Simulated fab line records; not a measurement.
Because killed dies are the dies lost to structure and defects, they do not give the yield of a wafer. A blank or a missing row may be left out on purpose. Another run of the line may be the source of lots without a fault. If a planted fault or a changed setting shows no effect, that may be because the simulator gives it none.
Split-lot experiment	flow n5 finfet	route with 1938 steps; 7 lots, 21 wafers read

== THE SPLIT ==
At N5_MIM_TOP_LITHO_EXPOSE_05 (exposes mask MIM TOP, target cd 2000 nm), the setting dose mj was moved away from the recipe's 20.5 on 7 of the 21 wafers read, by -7.0% to +5.5%. The other wafers ran this setting at the recipe's value.

== FROM THE SPLIT TO THE READING: what the file shows between them, 3 steps ==
- N5_MIM_TOP_LITHO_PEB_06
- N5_MIM_TOP_LITHO_DEVELOP_07: develop time 60 s
- N5_MIM_TOP_LITHO_HARDBAKE_09: time 120 s

== THE READING ==
cd nm at N5_MIM_TOP_LITHO_CD_MEAS_08, given in nm (cd target 2000 nm). A value of 2000.7 nm with a standard deviation of 2.3 nm is what fault-free wafers of this fab line usually give.

wafer	tool, chamber at the split	dose mj as run	against the recipe	cd nm, nm	against lot-mates on the recipe
L074.2	krf scanner-02, 0	20.5	recipe	2003.2	-
L074.3	krf scanner-02, 0	20.5	recipe	1999.1	-
L074.6	krf scanner-02, 0	19.11	-6.8%	2014.7	+13.5
L076.1	krf scanner-02, 0	20.5	recipe	1998.4	-
L076.3	krf scanner-02, 0	19.12	-6.7%	2014.9	+15.1
L076.5	krf scanner-02, 0	20.5	recipe	2001.2	-
L077.1	krf scanner-02, 0	20.5	recipe	2002.1	-
L077.3	krf scanner-02, 0	21.62	+5.5%	1991.9	-10.1
L077.5	krf scanner-02, 0	20.5	recipe	2002.0	-
L087.3	krf scanner-01, 0	20.5	recipe	2003.3	-
L087.4	krf scanner-01, 0	20.5	recipe	2002.1	-
L087.6	krf scanner-01, 0	20.5	recipe	2004.8	-
L090.2	krf scanner-01, 0	21.43	+4.5%	1994.4	-4.9
L090.4	krf scanner-01, 0	20.5	recipe	1999.3	-
L090.5	krf scanner-01, 0	21.43	+4.5%	1993.6	-5.7
L089.2	krf scanner-02, 0	20.5	recipe	1999.4	-
L089.4	krf scanner-02, 0	20.5	recipe	1998.9	-
L089.6	krf scanner-02, 0	20.95	+2.2%	1997.6	-1.6
L091.1	krf scanner-01, 0	19.06	-7.0%	2012.1	+12.7
L091.2	krf scanner-01, 0	20.5	recipe	1999.5	-
L091.3	krf scanner-01, 0	20.5	recipe	1999.3	-

THE FIT
A straight line over all 21 wafers: cd nm changes by -1.78 nm for each +1% of dose mj; r = -0.96; the points scatter about the line by 1.8 nm.
The same after taking each lot's own level away (the mean of its wafers on the recipe; 21 wafers): -1.79 nm for each +1%; r = -0.97; scatter 1.5 nm.
On that fit, the largest move of dose mj shifts the reading by 13 nm.
From 1999.15 to 2003.40 nm: that is the span of the lots' own levels, equal to 1.8 times the standard deviation above.
So the lot-to-lot level changes the slope little: the two slopes agree.
Check: +13.3 nm against its lot-mates is what the line predicts for one of the wafers moved furthest among these (-7.0%) when that wafer is left out of the fit. Against them it came out at +12.7 nm.

== THE WHOLE CHAIN: every reading that the file lists as answering this split, in the file's order ==
step	what it does	reading	change (the file's fit)	r (the file's)
N5_MIM_TOP_LITHO_CD_MEAS_08	target cd 2000 nm	cd nm	-1.87 nm for each +1% of the setting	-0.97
N5_MIM_TOP_LITHO_DESCUM_10	chemistry O2, time 7.9 s	MIM_TOP_LITHO.cd nm (the simulator's own value, which no gauge read)	-1.77 nm for each +1% of the setting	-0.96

== FILE'S OWN FIT ==
cd nm changes by -1.87 nm for each +1% of dose mj, r = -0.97.
